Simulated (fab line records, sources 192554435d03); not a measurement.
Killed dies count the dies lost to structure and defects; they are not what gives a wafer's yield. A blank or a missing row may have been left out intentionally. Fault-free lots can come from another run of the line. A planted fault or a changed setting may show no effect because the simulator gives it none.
Lot-split experiment | flow n5-finfet | 21 wafers read from 7 lots, route of 1938 steps

== SPLIT DETAILS ==
At N5_BEOL_M14_DEP_53 (deposits SiCN from 3MS/NH3, target thk 50 nm, time 17.8 s), the setting time-s was moved away from the recipe's 17.8 s on 7 of the 21 wafers read, by +6.2% to +13.9%. This setting was run at the recipe's value on the other wafers.

Reading taken at the split's own step.

== THE READING ==
SiCN_of_BEOL_M14_DEP_53.thk-nm (the simulator's own value, which no gauge read), in nm, at N5_BEOL_M14_DEP_53 (deposits SiCN from 3MS/NH3, target thk 50 nm, time 17.8 s). No usual value for it is given in the file. The 14 wafers here that ran the recipe average 50.2 nm, standard deviation 0.74 nm.

wafer  | tool, chamber at the split | time-s as run, s | against the recipe | SiCN_of_BEOL_M14_DEP_53.thk-nm, nm | against lot-mates on the recipe
L074.3 | pecvd-01, 0                | 17.8             | recipe             | 49.2                               | -
L074.5 | pecvd-01, 1                | 20.27            | +13.9%             | 56.2                               | +6.3
L074.6 | pecvd-01, 2                | 17.8             | recipe             | 50.6                               | -
L076.1 | pecvd-03, 1                | 17.8             | recipe             | 49                                 | -
L076.2 | pecvd-03, 2                | 18.9             | +6.2%              | 52.8                               | +3.8
L076.5 | pecvd-03, 1                | 18.9             | +6.2%              | 53.6                               | +4.6
L081.1 | pecvd-03, 1                | 19.35            | +8.7%              | 54.2                               | no lot-mate on the recipe
L081.2 | pecvd-03, 0                | 19.35            | +8.7%              | 53.4                               | no lot-mate on the recipe
L081.6 | pecvd-03, 2                | 19.35            | +8.7%              | 55.4                               | no lot-mate on the recipe
L083.1 | pecvd-02, 0                | 17.8             | recipe             | 49.4                               | -
L083.3 | pecvd-02, 2                | 17.8             | recipe             | 50.4                               | -
L083.4 | pecvd-02, 1                | 17.8             | recipe             | 50.8                               | -
L087.3 | pecvd-01, 2                | 17.8             | recipe             | 49.6                               | -
L087.4 | pecvd-01, 1                | 17.8             | recipe             | 50.4                               | -
L087.5 | pecvd-01, 2                | 19.28            | +8.3%              | 54.2                               | +4.2
L086.2 | pecvd-01, 0,2              | 17.8             | recipe             | 50.6                               | -
L086.5 | pecvd-01, 0,2              | 17.8             | recipe             | 50.6                               | -
L086.6 | pecvd-01, 0                | 17.8             | recipe             | 51.4                               | -
L092.1 | pecvd-03, 0                | 17.8             | recipe             | 49.4                               | -
L092.5 | pecvd-03, 1                | 17.8             | recipe             | 51.2                               | -
L092.6 | pecvd-03, 0                | 17.8             | recipe             | 50.6                               | -
When a row names more than one chamber, that row covers several wafers, and the file does not tell which wafer ran in which chamber.

THE FIT
A straight line over all 21 wafers: SiCN_of_BEOL_M14_DEP_53.thk-nm changes by +0.457 nm for each +1% of time-s; r = +0.94; the points scatter about the line by 0.73 nm.
The same after taking each lot's own level away (the mean of its wafers on the recipe; 18 wafers): +0.508 nm for each +1%; r = +0.95; scatter 0.68 nm.
The reading moves by 7 nm for the largest change in time-s, on that fit.
The lots' own levels span 49.00 to 50.87 nm, that is 2.5 times the standard deviation above.
Hence the lot-to-lot level has little effect on the slope; both slopes agree.
Check: for one of the wafers moved furthest among these (+13.9%), held out of the fit, the line's prediction against its lot-mates is +8.26 nm. Against them it came out at +6.3 nm.

== ADDITIONAL SPLITS CARRIED BY THESE WAFERS ==
These wafers also went through other splits before the reading. Each is held against what the fit with the lots' levels taken away leaves over:
other split on the same wafers    | wafers away from the commonest value | r with SiCN_of_BEOL_M14_DEP_53.thk-nm (lot level and that fit taken away)
N5_BEOL_M10_ILD_DEP_00 time-s     | 6                                    | -0.22
N5_BEOL_M11_ILD_DEP_00 time-s     | 8                                    | -0.03
N5_BEOL_M12_PEB_08 peb-time-s     | 4                                    | +0.17
N5_BEOL_M13_COAT_58 spin-rpm      | 6                                    | +0.14
N5_BEOL_M14_ETCH_68 time-s        | 8                                    | +0.31
N5_BEOL_M14_TRENCH_ETCH_34 bias-w | 4                                    | -0.46

== FILE'S OWN FIT ==
SiCN_of_BEOL_M14_DEP_53.thk-nm changes by +0.495 nm for each +1% of time-s, r = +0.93.
